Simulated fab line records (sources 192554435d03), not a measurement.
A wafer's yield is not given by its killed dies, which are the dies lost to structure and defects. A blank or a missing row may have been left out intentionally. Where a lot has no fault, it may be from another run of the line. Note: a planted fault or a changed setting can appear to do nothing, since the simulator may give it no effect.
Split-lot study -- flow n5_finfet -- on a route of 1938 steps: 7 lots, 21 wafers read

== ON THE SPLIT ==
At N5_PMOS_HMC_CHANNEL_EPI_PEB_07 (peb time 60 s), the setting peb_time_s was moved away from the recipe's 60 s on 4 of the 21 wafers read, by -21.4% to +6.0%. The other wafers ran this setting at the recipe's value.

== FROM SPLIT TO READING: 1 step shown by the file between the two ==
- N5_PMOS_HMC_CHANNEL_EPI_DEVELOP_08: develop time 30 s

== THE READING ==
cd_nm at N5_PMOS_HMC_CHANNEL_EPI_CD_MEAS_09, given in nm (cd target 237.4 nm). Fault-free wafers of this fab line usually give 237.4 nm, standard deviation 0.88 nm.

wafer,"tool, chamber at the split","peb_time_s as run, s",against the recipe,"cd_nm, nm",against lot-mates on the recipe
L075.1,"litho_track-03, 0",60,recipe,238.7,-
L075.2,"litho_track-03, 0",60,recipe,237.8,-
L075.3,"litho_track-03, 0",60,recipe,238.5,-
L077.1,"litho_track-05, 0",60,recipe,237.2,-
L077.2,"litho_track-05, 0",60,recipe,237.6,-
L077.5,"litho_track-05, 0",60,recipe,238.8,-
L085.1,"litho_track-03, 0",47.61,-20.7%,227.2,-10.1
L085.3,"litho_track-03, 0",60,recipe,237.3,-
L085.4,"litho_track-03, 0",47.61,-20.7%,226.8,-10.5
L088.2,"litho_track-05, 0",60,recipe,237.8,-
L088.3,"litho_track-05, 0",60,recipe,238.1,-
L088.6,"litho_track-05, 0",60,recipe,239.8,-
L091.2,"litho_track-03, 0",60,recipe,237.8,-
L091.3,"litho_track-03, 0",60,recipe,238.4,-
L091.6,"litho_track-03, 0",60,recipe,238.3,-
L092.1,"litho_track-02, 0",60,recipe,237.3,-
L092.3,"litho_track-02, 0",63.59,+6.0%,239.6,+2.6
L092.4,"litho_track-02, 0",60,recipe,236.7,-
L097.2,"litho_track-02, 0",60,recipe,236.7,-
L097.5,"litho_track-02, 0",60,recipe,237.8,-
L097.6,"litho_track-02, 0",47.17,-21.4%,226.1,-11.2

FIT RESULTS
A straight line over all 21 wafers: cd_nm changes by +0.526 nm for each +1% of peb_time_s; r = +0.98; the points scatter about the line by 0.81 nm.
The same after taking each lot's own level away (the mean of its wafers on the recipe; 21 wafers): +0.504 nm for each +1%; r = +0.99; scatter 0.54 nm.
The reading moves by 11 nm for the largest change in peb_time_s, on that fit.
The span of the lots' own levels, 237.00 to 238.57 nm, comes to 1.8 times the standard deviation stated above.
Consequently the slope shifts little with the lot-to-lot level, the two slopes agreeing.
Check: with one of the wafers moved furthest among these (-21.4%) left out of the fit, the line predicts -10.6 nm for it against its lot-mates. Against them it came out at -11.2 nm.

== FURTHER SPLITS ON THESE WAFERS ==
Note: prior to the reading, these wafers also went through further splits. Each is held against what the fit with the lots' levels taken away leaves over:
other split on the same wafers,wafers away from the commonest value,r with cd_nm (lot level and that fit taken away)
N5_WELL_APT_EXPOSE_05 dose_mj,8,+0.14
N5_WELL_APT_DEVELOP_07 develop_time_s,6,-0.10

== THE WHOLE CHAIN: every reading that the file lists as answering this split, in the file's order ==
step,what it does,reading,change (the file's fit),r (the file's)
N5_PMOS_HMC_CHANNEL_EPI_CD_MEAS_09,target cd 237.4 nm,cd_nm,+0.509 nm for each +1% of the setting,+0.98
N5_PMOS_HMC_CHANNEL_EPI_DESCUM_14,"chemistry O2, time 7.9 s","PMOS_HMC_CHANNEL_EPI.cd_nm (the simulator's own value, which no gauge read)",+0.503 nm for each +1% of the setting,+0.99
N5_PMOS_HMC_CHANNEL_EPI_ETCH_32,"etches BARC in N2/H2, stops on SiO2, target depth 85.8 nm, time 50.3 s","PMOS_HMC_CHANNEL_EPI.cd_nm (the simulator's own value, which no gauge read)",+0.506 nm for each +1% of the setting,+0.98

== THE FILE'S OWN FIT ==
cd_nm changes by +0.509 nm for each +1% of peb_time_s, r = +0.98.
